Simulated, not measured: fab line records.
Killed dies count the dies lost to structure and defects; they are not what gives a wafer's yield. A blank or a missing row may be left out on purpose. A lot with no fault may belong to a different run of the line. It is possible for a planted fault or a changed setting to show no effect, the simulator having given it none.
Matching of chambers / flow nand_harc / NHARC_P_M2_ETCH_28 on rie_diel-07: 4 sister chambers
The step etches the open film in CF4/N2, target depth 30 nm, time 72.99 s. 4 wafers are shown with their chamber, then 8 later ones without.

== EACH WAFER AND ITS CHAMBER ==
wafer=L113.5; chamber=3; showerhead_plenum_p_Torr (Torr)=2.67
wafer=L112.5; chamber=2; showerhead_plenum_p_Torr (Torr)=2.82
wafer=L112.6; chamber=1; showerhead_plenum_p_Torr (Torr)=2.68
wafer=L114.2; chamber=0; showerhead_plenum_p_Torr (Torr)=2.48

== WAFERS WITH NO CHAMBER GIVEN ==
wafer=L114.3; showerhead_plenum_p_Torr (Torr)=2.67
wafer=L114.6; showerhead_plenum_p_Torr (Torr)=2.48
wafer=L116.1; showerhead_plenum_p_Torr (Torr)=2.67
wafer=L116.2; showerhead_plenum_p_Torr (Torr)=2.81
wafer=L116.6; showerhead_plenum_p_Torr (Torr)=2.48
wafer=L118.2; showerhead_plenum_p_Torr (Torr)=2.48
wafer=L118.3; showerhead_plenum_p_Torr (Torr)=2.81
wafer=L118.4; showerhead_plenum_p_Torr (Torr)=2.67

== CHAMBER TAKEN BY EACH ==
wafer=L114.3; from the rows above=3; in truth=3
wafer=L114.6; from the rows above=0; in truth=0
wafer=L116.1; from the rows above=3; in truth=3
wafer=L116.2; from the rows above=2; in truth=2
wafer=L116.6; from the rows above=0; in truth=0
wafer=L118.2; from the rows above=0; in truth=0
wafer=L118.3; from the rows above=2; in truth=2
wafer=L118.4; from the rows above=3; in truth=3
Placed correctly: 8 of 8. Not placeable from these rows: 0. Wrongly placed: 0.
How it was worked out, from the rows above alone: a wafer's distance from a chamber is the root of the sum, over the readings, of the square of ((its reading less the chamber's mean) divided by the reading's scatter). If the next closest chamber is less than 2 further off than the closest, the wafer can't be placed; otherwise it belongs to the closest. For every chamber, the mean is computed from those of its wafers that are shown. The scatter: root of mean squared gap, hidden wafer to nearest shown wafer, with one shown wafer a chamber.
